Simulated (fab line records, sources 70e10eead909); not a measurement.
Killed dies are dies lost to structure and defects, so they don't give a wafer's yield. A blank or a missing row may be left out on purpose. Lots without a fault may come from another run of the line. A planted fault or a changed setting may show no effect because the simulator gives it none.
fab line records | flow nand_harc | part 2 of 2: steps 27 to 37 of 37
record lots=5 wafers=15 last_day=24
route steps=1159 shown A_ZERO_WELL@400 A_SOURCE_PLATE@413 A_ONON_D1@424
lots that met no fault: from a run of the same line without faults
start_h: hours from the record's first day to the start of the lot's first wafer shown | wait_h: hours since the lot's step before | " the same as in the row above | L1.1+2: a row that stands for several wafers | - no value, or no start given | * or withheld: withheld | < > ~ a bound
route shown NAME@n: a module of which the file shows steps, and the number in the route of the first | usual: mean/standard deviation of fault-free wafers | same: alike in all rows | chamber/n: place in a boat | sites: the reading at each site | _std_site: their standard deviation | _edge_site: outer sites' mean less inner sites' | radius_mm: how far each site lies from the wafer's centre | mask NAME#n: copy n | behind: the tool/chamber that last shaped the wafer | hold: why the lot was held/for how many hours/how that ended | device: the transistor (n, p or np) that didn't switch | end of line: the same wafers' tests at the end of the route | a step without rows: its recipe alone | killed: dies lost to structure and defects at the first sort, not the wafer's yield | map: a wafer's dies, x killed, . not, _ none there
set.NAME: the setting as run; set.NAME@STEP: as run at that earlier step | model.NAME: the simulator's own value behind a step, which no gauge read
lots at some steps of the route; a table a step, a row a wafer
services: from which hour (start_h, from the record's first day; less than 0 if before it) a tool's chamber was out of use, for how many hours, and why
## steps
# step NHARC_A_ONON_D1_THK_MEAS_08
# recipe thk_meas_gauge=ellipsometry
# usual thk_nm=1002/9.8
# columns lot.wafer tool chamber start_h wait_h thk_nm
L082.2 film_metro-01 - 206.67 - 995
L082.3 " - " " 995
L082.4 " - " " 994
L083.4 film_metro-02 - 216.71 - 1002
L083.5 " - " " 1002
L083.6 " - " " 1002
L084.2 film_metro-02 - 216.74 - 994
L084.5 " - " " 993
L084.6 " - " " 994
L085.1 film_metro-01 - 237.56 - 1006
L085.2 " - " " 1006
L085.3 " - " " 1007
L097.2 film_metro-02 - 301.20 - 1020
L097.3 " - " " 1020
L097.6 " - " " 1018
# step NHARC_A_ONON_D1_DEP_09
# recipe target_thk_a=10000 n2_flow_sccm=2750 n2o_flow_sccm=2000 nh3_flow_sccm=500 sih4_flow_sccm=210 temp_c=400
# usual susceptor_temp_C=399.97/0.19
# columns lot.wafer tool chamber start_h wait_h susceptor_temp_C
L082.2 pecvd_onon-04 0 206.79 0.1 400.16
L082.3 " 0 " " 399.71
L082.4 " 0 " " 400.16
L084.2 pecvd_onon-02 0 216.85 0.1 400.01
L084.5 " 0 " " 399.62
L084.6 " 0 " " 399.77
L083.4 pecvd_onon-01 0 216.94 0.2 400.13
L083.5 " 0 " " 400.33
L083.6 " 0 " " 399.93
L085.1 pecvd_onon-01 0 237.74 0.2 399.82
L085.2 " 0 " " 399.90
L085.3 " 0 " " 399.74
L097.2 pecvd_onon-01 0 301.44 0.2 399.88
L097.3 " 0 " " 400.06
L097.6 " 0 " " 400.03
# step NHARC_A_ONON_D1_THK_MEAS_11
# recipe thk_meas_gauge=ellipsometry
# usual thk_nm=1001/10
# columns lot.wafer tool chamber start_h wait_h thk_nm
L082.2 film_metro-02 - 207.24 - 1008
L082.3 " - " " 1009
L082.4 " - " " 1007
L083.4 film_metro-01 - 217.28 - 1006
L083.5 " - " " 1009
L083.6 " - " " 1007
L084.2 film_metro-02 - 217.30 - 996
L084.5 " - " " 995
L084.6 " - " " 998
L085.1 film_metro-01 - 238.25 - 993
L085.2 " - " " 992
L085.3 " - " " 993
L097.2 film_metro-01 - 301.89 - 1001
L097.3 " - " " 999
L097.6 " - " " 1002
# step NHARC_A_ONON_D1_DEP_12
# recipe target_thk_a=10000 n2_flow_sccm=2750 n2o_flow_sccm=2000 nh3_flow_sccm=500 sih4_flow_sccm=210 temp_c=400
# usual susceptor_temp_C=400.02/0.21
# columns lot.wafer tool chamber start_h wait_h susceptor_temp_C
L082.2 pecvd_onon-04 0 207.35 0.1 400.23
L082.3 " 0 " " 399.79
L082.4 " 0 " " 400.15
L084.2 pecvd_onon-04 0 217.42 0.1 399.61
L084.5 " 0 " " 399.75
L084.6 " 0 " " 400.17
L083.4 pecvd_onon-02 0 217.51 0.2 400.09
L083.5 " 0 " " 400.03
L083.6 " 0 " " 399.77
L085.1 pecvd_onon-02 0 238.31 0.1 400.13
L085.2 " 0 " " 399.66
L085.3 " 0 " " 400.04
L097.2 pecvd_onon-01 0 302.14 0.3 399.98
L097.3 " 0 " " 400.19
L097.6 " 0 " " 400.12
# step NHARC_A_ONON_D1_THK_MEAS_14
# recipe thk_meas_gauge=ellipsometry
# usual thk_nm=998/8
# columns lot.wafer tool chamber start_h wait_h thk_nm
L082.2 film_metro-02 - 207.81 - 1009
L082.3 " - " " 1009
L082.4 " - " " 1010
L083.4 film_metro-02 - 217.85 - 1014
L083.5 " - " " 1013
L083.6 " - " " 1015
L084.2 film_metro-02 - 217.86 - 993
L084.5 " - " " 992
L084.6 " - " " 994
L085.1 film_metro-01 - 238.83 - 999
L085.2 " - " " 998
L085.3 " - " " 999
L097.2 film_metro-02 - 302.59 - 1002
L097.3 " - " " 1003
L097.6 " - " " 1002
# step NHARC_A_ONON_D1_ANNEAL_15
# recipe temp_c=750 time_s=3600
# same time_s=3600
# columns lot.wafer tool chamber start_h wait_h
L082.2+3+4 furnace-07 0 211.33 3.5
L083.4+5+6 furnace-07 0 220.56 2.7
L084.2+5+6 furnace-07 0 220.56 2.7
L085.1+2+3 furnace-07 0 241.40 2.6
L097.2+3+6 furnace-07 0 305.43 2.8
# step NHARC_A_ONON_D1_DEP_16
# recipe target_thk_a=10000 n2_flow_sccm=2750 n2o_flow_sccm=2000 nh3_flow_sccm=500 sih4_flow_sccm=210 temp_c=400
# usual susceptor_temp_C=400.03/0.22
# columns lot.wafer tool chamber start_h wait_h susceptor_temp_C
L082.2 pecvd_onon-02 0 215.26 0.1 400.04
L082.3 " 0 " " 399.89
L082.4 " 0 " " 400.02
L084.2 pecvd_onon-04 0 224.51 0.1 400.21
L084.5 " 0 " " 400.19
L084.6 " 0 " " 400.24
L083.4 pecvd_onon-01 0 224.63 0.2 399.81
L083.5 " 0 " " 400.13
L083.6 " 0 " " 400.23
L085.1 pecvd_onon-01 0 245.26 0.1 400.13
L085.2 " 0 " " 400.49
L085.3 " 0 " " 400.11
L097.2 pecvd_onon-04 0 309.37 0.1 399.84
L097.3 " 0 " " 400.37
L097.6 " 0 " " 400.35
# step NHARC_A_ONON_D1_THK_MEAS_18
# recipe thk_meas_gauge=ellipsometry
# usual thk_nm=1005/7.8
# columns lot.wafer tool chamber start_h wait_h thk_nm
L082.2 film_metro-02 - 215.70 - 990
L082.3 " - " " 994
L082.4 " - " " 993
L084.2 film_metro-01 - 224.96 - 998
L084.5 " - " " 999
L084.6 " - " " 999
L083.4 film_metro-02 - 224.96 - 1005
L083.5 " - " " 1004
L083.6 " - " " 1003
L085.1 film_metro-02 - 245.77 - 1020
L085.2 " - " " 1020
L085.3 " - " " 1020
L097.2 film_metro-02 - 309.82 - 1008
L097.3 " - " " 1009
L097.6 " - " " 1009
# step NHARC_A_ONON_D1_DEP_19
# recipe target_thk_a=10000 n2_flow_sccm=2750 n2o_flow_sccm=2000 nh3_flow_sccm=500 sih4_flow_sccm=210 temp_c=400
# usual susceptor_temp_C=400.00/0.24
# columns lot.wafer tool chamber start_h wait_h susceptor_temp_C
L082.2 pecvd_onon-01 0 215.82 0.1 400.04
L082.3 " 0 " " 399.54
L082.4 " 0 " " 400.12
L084.2 pecvd_onon-02 0 225.07 0.1 400.01
L084.5 " 0 " " 399.84
L084.6 " 0 " " 399.87
L083.4 pecvd_onon-04 0 225.19 0.2 400.22
L083.5 " 0 " " 399.94
L083.6 " 0 " " 400.36
L085.1 pecvd_onon-02 0 245.82 0.1 400.30
L085.2 " 0 " " 400.19
L085.3 " 0 " " 400.22
L097.2 pecvd_onon-02 0 309.93 0.1 399.48
L097.3 " 0 " " 399.92
L097.6 " 0 " " 399.69
# step NHARC_A_ONON_D1_THK_MEAS_21
# recipe thk_meas_gauge=ellipsometry
# usual thk_nm=1001/8.4
# columns lot.wafer tool chamber start_h wait_h thk_nm
L082.2 film_metro-02 - 216.27 - 991
L082.3 " - " " 991
L082.4 " - " " 991
L084.2 film_metro-01 - 225.52 - 998
L084.5 " - " " 998
L084.6 " - " " 997
L083.4 film_metro-02 - 225.53 - 1001
L083.5 " - " " 999
L083.6 " - " " 998
L085.1 film_metro-01 - 246.33 - 991
L085.2 " - " " 989
L085.3 " - " " 989
L097.2 film_metro-02 - 310.41 - 977
L097.3 " - " " 977
L097.6 " - " " 977
# step NHARC_A_ONON_D1_DEP_22
# recipe target_thk_a=10000 n2_flow_sccm=2750 n2o_flow_sccm=2000 nh3_flow_sccm=500 sih4_flow_sccm=210 temp_c=400
# usual susceptor_temp_C=400.00/0.18
# columns lot.wafer tool chamber start_h wait_h susceptor_temp_C
L082.2 pecvd_onon-02 0 216.39 0.1 399.96
L082.3 " 0 " " 400.24
L082.4 " 0 " " 400.12
L084.2 pecvd_onon-01 0 225.64 0.1 400.11
L084.5 " 0 " " 400.10
L084.6 " 0 " " 400.21
L083.4 pecvd_onon-02 0 225.76 0.2 399.81
L083.5 " 0 " " 400.08
L083.6 " 0 " " 399.80
L085.1 pecvd_onon-01 0 246.39 0.1 400.10
L085.2 " 0 " " 399.94
L085.3 " 0 " " 399.92
L097.2 pecvd_onon-01 0 310.52 0.1 400.05
L097.3 " 0 " " 399.94
L097.6 " 0 " " 400.05
## services
# columns tool chamber start_h hours kind
rie_si-03 - 155.00 9.0 pm
furnace-06 - 159.70 46.1 repair
litho_track-02 - 165.00 7.0 pm
rie_diel-06 3 170.80 5.3 repair
pvd_sputter-01 - 171.28 10.0 pm
wet_bench-02 - 180.00 8.0 pm
litho_track-07 - 189.00 7.0 pm
pecvd_onon-01 - 195.00 13.0 pm
rie_si-03 - 210.10 0.3 repair
litho_track-05 - 237.00 7.0 pm
pecvd_onon-04 - 237.00 13.0 pm
rie_diel-06 - 241.20 9.0 pm
rie_diel-08 1 254.56 3.7 repair
pvd_sputter-01 - 264.67 0.5 repair
wet_bench-07 - 272.00 8.0 pm
rie_diel-08 3 275.15 3.4 repair
rie_diel-06 - 277.03 1.1 repair
rie_diel-06 1 279.67 17.4 repair
wet_bench-09 - 288.80 8.0 pm
rie_diel-06 3 290.08 19.7 repair
pecvd_onon-02 - 292.00 13.0 pm
rie_si-03 3 294.50 6.4 repair
rtp_anneal-02 - 300.00 12.0 pm
rie_diel-08 - 301.80 9.0 pm
